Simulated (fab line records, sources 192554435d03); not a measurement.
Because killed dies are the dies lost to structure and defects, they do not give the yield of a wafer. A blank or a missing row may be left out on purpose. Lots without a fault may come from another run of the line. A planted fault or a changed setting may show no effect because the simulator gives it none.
Which tool did it? ; flow n5 finfet ; 21 lots with 63 wafers sampled at 6 steps, on a route of 1938 steps

## WHAT EACH GAUGE READ, for each wafer
The record holds no reading of a measuring or inspecting step that can be judged against a usual standard deviation.

## TOOL THAT RAN EACH LOT (tool first, then ch and the chambers of the sampled wafers, then the start)
lot;N5_ZERO_LAYER_ETCH_17;N5_PMOS_HMC_CHANNEL_EPI_HM_DEP_34;N5_FIN_SAQP_DESCUM_21;N5_FIN_SAQP_ETCH_52;N5_FIN_SAQP_HM_OPEN_73;N5_FIN_SAQP_ETCH_67
L074;rie diel-04 ch 1,3, day 1 12:50;pecvd-02 ch 0,1, day 1 17:25;rie diel-06 ch 0,1,3, day 1 22:38;rie diel-06 ch 0,1,3, day 1 22:43;rie diel-06 ch 0,1,3, day 1 22:49;rie diel-01 ch 1,2,3, day 2 01:47
L075;rie diel-04 ch 0,2,3, day 1 18:52;pecvd-02 ch 0,1, day 1 23:14;rie diel-01 ch 0,1,3, day 2 03:53;rie diel-01 ch 0,1,3, day 2 03:59;rie diel-01 ch 0,1,3, day 2 04:05;rie diel-03 ch 0,1, day 2 07:17
L077;rie diel-04 ch 0,2,3, day 2 06:43;pecvd-03 ch 1,2, day 2 10:35;rie diel-01 ch 0,1,2, day 2 17:17;rie diel-01 ch 0,1,2, day 2 17:22;rie diel-01 ch 0,1,2, day 2 17:29;rie diel-06 ch 1,3, day 2 20:04
L078;rie diel-02 ch 0,1,2, day 2 12:50;pecvd-03 ch 0,1,2, day 2 17:12;rie diel-03 ch 1,3, day 2 22:46;rie diel-03 ch 1,3, day 2 22:51;rie diel-03 ch 1,3, day 2 22:58;rie diel-03 ch 0,1, day 3 01:34
L079;rie diel-05 ch 0,2,3, day 2 18:43;pecvd-01 ch 0,2, day 2 22:53;rie diel-06 ch 0,2, day 3 04:24;rie diel-06 ch 0,2, day 3 04:30;rie diel-06 ch 0,2, day 3 04:36;rie diel-01 ch 1,2,3, day 3 07:14
L080;rie diel-05 ch 1,2,3, day 3 00:44;pecvd-01 ch 0,1,2, day 3 04:35;rie diel-01 ch 0,1,3, day 3 10:14;rie diel-01 ch 0,1,3, day 3 10:20;rie diel-01 ch 0,1,3, day 3 10:26;rie diel-01 ch 1,2, day 3 13:02
L081;rie diel-04 ch 0,1,3, day 3 06:50;pecvd-03 ch 0,1,2, day 3 11:12;rie diel-01 ch 0,1, day 3 16:21;rie diel-01 ch 0,1, day 3 16:26;rie diel-01 ch 0,1, day 3 16:33;rie diel-01 ch 0,3, day 3 19:11
L082;rie diel-04 ch 1,2,3, day 3 12:43;pecvd-03 ch 0,2, day 3 16:40;rie diel-01 ch 1,3, day 3 22:11;rie diel-01 ch 1,3, day 3 22:16;rie diel-01 ch 1,3, day 3 22:23;rie diel-06 ch 0,1,2, day 4 00:58
L084;rie diel-04 ch 0,1,2, day 4 00:50;pecvd-01 ch 0,1, day 4 05:19;rie diel-03 ch 0,1, day 4 10:36;rie diel-03 ch 0,1, day 4 10:41;rie diel-03 ch 0,1, day 4 10:47;rie diel-01 ch 1,3, day 4 13:46
L085;rie diel-05 ch 0,2,3, day 4 06:50;pecvd-02 ch 1,2, day 4 10:57;rie diel-03 ch 1,2,3, day 4 16:08;rie diel-03 ch 1,2,3, day 4 16:14;rie diel-03 ch 1,2,3, day 4 16:20;rie diel-06 ch 0,1,2, day 4 21:51
L087;rie diel-04 ch 0,1,2, day 4 18:52;pecvd-03 ch 0,2, day 4 22:59;rie diel-03 ch 0,1,2, day 5 05:04;rie diel-03 ch 0,1,2, day 5 05:09;rie diel-03 ch 0,1,2, day 5 05:16;rie diel-06 ch 1,2, day 5 08:01
L088;rie diel-05 ch 0,1,3, day 5 00:50;pecvd-01 ch 0,1,2, day 5 05:16;rie diel-01 ch 0,1,2, day 5 10:38;rie diel-01 ch 0,1,2, day 5 10:43;rie diel-01 ch 0,1,2, day 5 10:49;rie diel-03 ch 0,2,3, day 5 13:25
L089;rie diel-04 ch 0,2, day 5 06:49;pecvd-02 ch 1,2, day 5 11:13;rie diel-03 ch 2,3, day 5 17:58;rie diel-03 ch 2,3, day 5 18:03;rie diel-03 ch 2,3, day 5 18:10;rie diel-06 ch 0,2, day 5 20:49
L090;rie diel-05 ch 2,3, day 5 12:43;pecvd-02 ch 0,2, day 5 17:14;rie diel-06 ch 0,3, day 5 23:04;rie diel-06 ch 0,3, day 5 23:09;rie diel-06 ch 0,3, day 5 23:16;rie diel-01 ch 0,2,3, day 6 01:52
L091;rie diel-02 ch 0,1,3, day 5 18:50;pecvd-03 ch 0,1,2, day 5 22:59;rie diel-03 ch 0,1,3, day 6 05:02;rie diel-03 ch 0,1,3, day 6 05:07;rie diel-03 ch 0,1,3, day 6 05:14;rie diel-06 ch 0,1, day 6 08:00
L092;rie diel-05 ch 0,3, day 6 00:51;pecvd-03 ch 0,1, day 6 05:31;rie diel-01 ch 0,1, day 6 11:07;rie diel-01 ch 0,1, day 6 11:13;rie diel-01 ch 0,1, day 6 11:19;rie diel-06 ch 1,3, day 6 14:34
L093;rie diel-04 ch 0,2, day 6 06:52;pecvd-01 ch 0,1, day 6 11:58;rie diel-03 ch 1,3, day 6 16:44;rie diel-03 ch 1,3, day 6 16:50;rie diel-03 ch 1,3, day 6 16:56;rie diel-06 ch 0,3, day 6 19:31
L094;rie diel-04 ch 0,2, day 6 12:55;pecvd-01 ch 0,1, day 6 17:26;rie diel-06 ch 0,1,2, day 6 23:23;rie diel-06 ch 0,1,2, day 6 23:28;rie diel-06 ch 0,1,2, day 6 23:35;rie diel-01 ch 0,3, day 7 02:33
L095;rie diel-05 ch 0,1,2, day 6 18:43;pecvd-03 ch 0,1,2, day 6 23:04;rie diel-01 ch 0,2,3, day 7 04:17;rie diel-01 ch 0,2,3, day 7 04:22;rie diel-01 ch 0,2,3, day 7 04:29;rie diel-01 ch 0,1,3, day 7 08:14
L096;rie diel-02 ch 0,2,3, day 7 02:43;pecvd-03 ch 1,2, day 7 06:35;rie diel-01 ch 1,2, day 7 12:40;rie diel-01 ch 1,2, day 7 12:45;rie diel-01 ch 1,2, day 7 12:52;rie diel-01 ch 0,2, day 7 15:51
L097;rie diel-04 ch 0,2,3, day 7 06:43;pecvd-01 ch 0,1, day 7 10:59;rie diel-01 ch 0,3, day 7 16:22;rie diel-01 ch 0,3, day 7 16:27;rie diel-01 ch 0,3, day 7 16:34;rie diel-01 ch 0,2,3, day 7 19:24
- N5_ZERO_LAYER_ETCH_17: etches SiO2 in CF4, target depth 12 nm, time 13.3 s.
- N5_PMOS_HMC_CHANNEL_EPI_HM_DEP_34: deposits SiO2 from TEOS/O2, target thk 36 nm, time 6.9 s.
- N5_FIN_SAQP_DESCUM_21: chemistry O2, time 7.9 s.
- N5_FIN_SAQP_ETCH_52: etches SOC in N2/H2, target depth 100 nm, overetch 20 nm, time 150 s.
- N5_FIN_SAQP_HM_OPEN_73: chemistry CHF3/O2, target SiO2, stops on a-Si, target depth 12 nm, time 16.8 s.
- N5_FIN_SAQP_ETCH_67: etches SiNx in CH3F/O2, target depth 30 nm.

## WHAT THE TOOLS THEMSELVES READ (means of the sampled wafers that have a number; where no wafer has one, the mark that the record gives instead)
N5_ZERO_LAYER_ETCH_17.
lot;tool;drypump motor current A (A);oes product au (a.u.);rf vpp V (V);showerhead plenum p Torr (Torr);throttle valve pct (%)
L074;rie diel-04;5.8;0.76;951;2.18;15.66
L075;rie diel-04;5.7;0.73;946;2.11;15.81
L077;rie diel-04;5.7;0.73;946;2.10;15.83
L078;rie diel-02;5.6;0.72;950;2.16;15.66
L079;rie diel-05;5.8;0.74;947;2.10;15.66
L080;rie diel-05;5.8;0.80;948;2.12;15.60
L081;rie diel-04;5.7;0.74;948;2.14;15.80
L082;rie diel-04;5.7;0.73;949;2.14;15.73
L084;rie diel-04;5.8;0.72;949;2.17;15.71
L085;rie diel-05;5.8;0.73;946;2.10;15.68
L087;rie diel-04;5.8;0.72;950;2.16;15.73
L088;rie diel-05;5.6;0.77;947;2.12;15.68
L089;rie diel-04;5.8;0.71;948;2.12;15.77
L090;rie diel-05;6.0;0.74;947;2.10;15.64
L091;rie diel-02;5.5;0.69;947;2.12;15.81
L092;rie diel-05;5.6;0.71;947;2.10;15.76
L093;rie diel-04;5.8;0.70;947;2.12;15.78
L094;rie diel-04;5.8;0.70;947;2.12;15.79
L095;rie diel-05;5.4;0.79;950;2.16;15.50
L096;rie diel-02;5.5;0.69;947;2.12;15.85
L097;rie diel-04;5.6;0.70;946;2.09;15.88

N5_PMOS_HMC_CHANNEL_EPI_HM_DEP_34.
lot;tool;heater power w (W);showerhead plenum p Torr (Torr);throttle valve pct (%)
L074;pecvd-02;528;8.35;18.6
L075;pecvd-02;589;8.34;18.8
L077;pecvd-03;458;8.37;18.0
L078;pecvd-03;488;8.34;18.4
L079;pecvd-01;481;8.29;18.7
L080;pecvd-01;480;8.31;19.0
L081;pecvd-03;529;8.35;18.5
L082;pecvd-03;440;8.33;18.1
L084;pecvd-01;479;8.31;19.3
L085;pecvd-02;572;8.34;18.7
L087;pecvd-03;519;8.33;17.9
L088;pecvd-01;531;8.30;19.2
L089;pecvd-02;625;8.33;18.6
L090;pecvd-02;485;8.36;18.0
L091;pecvd-03;465;8.33;18.4
L092;pecvd-03;499;8.32;18.5
L093;pecvd-01;500;8.30;19.1
L094;pecvd-01;438;8.30;19.1
L095;pecvd-03;509;8.34;18.4
L096;pecvd-03;511;8.37;18.7
L097;pecvd-01;528;8.30;18.9

N5_FIN_SAQP_DESCUM_21.
lot;tool;drypump motor current A (A);oes product au (a.u.);rf vpp V (V);showerhead plenum p Torr (Torr);throttle valve pct (%)
L074;rie diel-06;5.8;0.76;242.9;2.07;20.4
L075;rie diel-01;5.8;0.78;242.9;2.07;20.4
L077;rie diel-01;5.6;0.70;243.4;2.08;20.8
L078;rie diel-03;5.8;0.80;243.4;2.15;20.5
L079;rie diel-06;5.4;0.90;242.8;2.05;20.1
L080;rie diel-01;5.8;0.77;242.4;2.07;20.5
L081;rie diel-01;5.4;0.70;242.8;2.07;20.7
L082;rie diel-01;6.2;0.83;243.0;2.06;20.2
L084;rie diel-03;5.7;0.70;243.6;2.11;20.4
L085;rie diel-03;5.8;0.73;243.0;2.10;20.6
L087;rie diel-03;5.6;0.70;242.1;2.05;20.5
L088;rie diel-01;5.6;0.79;243.0;2.07;20.7
L089;rie diel-03;5.8;0.74;242.2;2.04;20.7
L090;rie diel-06;5.8;0.77;242.5;2.04;20.3
L091;rie diel-03;5.6;0.84;243.0;2.10;20.3
L092;rie diel-01;5.3;0.69;243.3;2.07;20.7
L093;rie diel-03;5.8;0.86;243.6;2.14;20.4
L094;rie diel-06;5.5;0.81;242.4;2.06;20.4
L095;rie diel-01;5.6;0.80;243.6;2.06;20.5
L096;rie diel-01;6.1;0.75;242.9;2.07;20.7
L097;rie diel-01;5.3;0.73;242.7;2.05;20.5

N5_FIN_SAQP_ETCH_52.
lot;tool;drypump motor current A (A);oes product au (a.u.);rf vpp V (V);showerhead plenum p Torr (Torr);throttle valve pct (%)
L074;rie diel-06;5.8;0.68;523.3;2.50;17.75
L075;rie diel-01;5.8;0.70;523.4;2.50;17.74
L077;rie diel-01;5.6;0.63;523.5;2.50;17.97
L078;rie diel-03;5.8;0.71;525.9;2.60;17.86
L079;rie diel-06;5.5;0.79;522.4;2.51;17.56
L080;rie diel-01;5.7;0.69;522.8;2.50;17.74
L081;rie diel-01;5.4;0.64;523.7;2.52;18.02
L082;rie diel-01;6.2;0.74;522.7;2.48;17.50
L084;rie diel-03;5.7;0.63;524.0;2.56;17.75
L085;rie diel-03;5.8;0.66;523.5;2.54;17.90
L087;rie diel-03;5.6;0.64;522.6;2.49;17.89
L088;rie diel-01;5.6;0.71;523.9;2.49;17.88
L089;rie diel-03;5.8;0.66;520.6;2.47;18.04
L090;rie diel-06;5.8;0.68;522.6;2.47;17.65
L091;rie diel-03;5.6;0.75;524.3;2.54;17.75
L092;rie diel-01;5.4;0.62;523.0;2.50;18.05
L093;rie diel-03;5.8;0.76;525.5;2.59;17.78
L094;rie diel-06;5.5;0.72;523.4;2.51;17.79
L095;rie diel-01;5.6;0.73;521.8;2.49;17.75
L096;rie diel-01;6.1;0.68;522.4;2.48;17.81
L097;rie diel-01;5.3;0.66;523.1;2.50;17.92

N5_FIN_SAQP_HM_OPEN_73.
lot;tool;drypump motor current A (A);oes product au (a.u.);rf vpp V (V);showerhead plenum p Torr (Torr);throttle valve pct (%)
L074;rie diel-06;5.8;0.45;525;2.38;18.82
L075;rie diel-01;5.7;0.48;519;2.39;18.82
L077;rie diel-01;5.7;0.42;521;2.39;19.09
L078;rie diel-03;5.8;0.47;512;2.45;18.79
L079;rie diel-06;5.5;0.52;528;2.39;18.64
L080;rie diel-01;5.8;0.46;520;2.38;18.84
L081;rie diel-01;5.3;0.43;522;2.40;19.14
L082;rie diel-01;6.2;0.50;517;2.37;18.55
L084;rie diel-03;5.6;0.42;528;2.41;18.68
L085;rie diel-03;5.8;0.44;520;2.40;18.91
L087;rie diel-03;5.6;0.43;529;2.36;18.87
L088;rie diel-01;5.6;0.47;521;2.38;19.01
L089;rie diel-03;5.8;0.45;520;2.35;19.10
L090;rie diel-06;5.8;0.46;520;2.36;18.74
L091;rie diel-03;5.6;0.50;520;2.40;18.66
L092;rie diel-01;5.3;0.41;523;2.39;19.17
L093;rie diel-03;5.8;0.51;510;2.44;18.71
L094;rie diel-06;5.4;0.48;531;2.39;18.81
L095;rie diel-01;5.6;0.49;524;2.37;18.82
L096;rie diel-01;6.1;0.46;515;2.37;18.95
L097;rie diel-01;5.3;0.45;524;2.38;19.00

N5_FIN_SAQP_ETCH_67.
lot;tool;drypump motor current A (A);oes product au (a.u.);rf vpp V (V);showerhead plenum p Torr (Torr);throttle valve pct (%)
L074;rie diel-01;6.1;0.77;293;1.97;16.35
L075;rie diel-03;5.4;0.74;302;1.97;16.25
L077;rie diel-06;5.9;0.71;298;1.99;16.57
L078;rie diel-03;5.4;0.73;301;1.96;16.26
L079;rie diel-01;6.0;0.75;294;1.97;16.37
L080;rie diel-01;6.1;0.68;292;1.98;16.60
L081;rie diel-01;5.7;0.83;296;1.97;16.18
L082;rie diel-06;5.5;0.84;302;1.99;16.30
L084;rie diel-01;6.2;0.82;293;1.96;16.13
L085;rie diel-06;5.5;0.83;302;1.99;16.32
L087;rie diel-06;5.5;0.79;304;2.00;16.47
L088;rie diel-03;5.6;0.74;296;1.95;16.51
L089;rie diel-06;5.2;0.90;304;2.00;16.29
L090;rie diel-01;5.6;0.83;297;1.97;16.34
L091;rie diel-06;5.7;0.78;297;1.95;16.24
L092;rie diel-06;5.9;0.69;300;1.97;16.57
L093;rie diel-06;5.9;0.72;295;1.97;16.50
L094;rie diel-01;5.7;0.80;296;1.96;16.24
L095;rie diel-01;5.8;0.74;294;1.97;16.45
L096;rie diel-01;5.5;0.83;298;1.97;16.48
L097;rie diel-01;5.6;0.81;296;1.97;16.37

## THE ANSWER, worked out from the rows above alone
Rule: what is usual is taken from the lots themselves. Put in order of their means at a reading, lots are off if they are a third of the lots or fewer, leave a main group of 4 or more, and stand apart from it by a gap of 3 or more times the standard deviation of the main group's means; of several such gaps the widest counts. Not used: any main group whose means are identical at the precision the tables above print for the reading. Also off: a lot with no number at a reading for which 4 or more lots have one. Where the step has rows for the other lots, those lots are counted as sound. Order of review: gauges by route order, followed by the tools' own readings, for which a lot's mean as printed above is used. The first step at which some lot is off is used, and at that step the reading that is off furthest; a lot without a number counts as furthest.
Nothing can be told from this: no lot is off at any reading shown.

## WHAT THE SIMULATOR PUT IN
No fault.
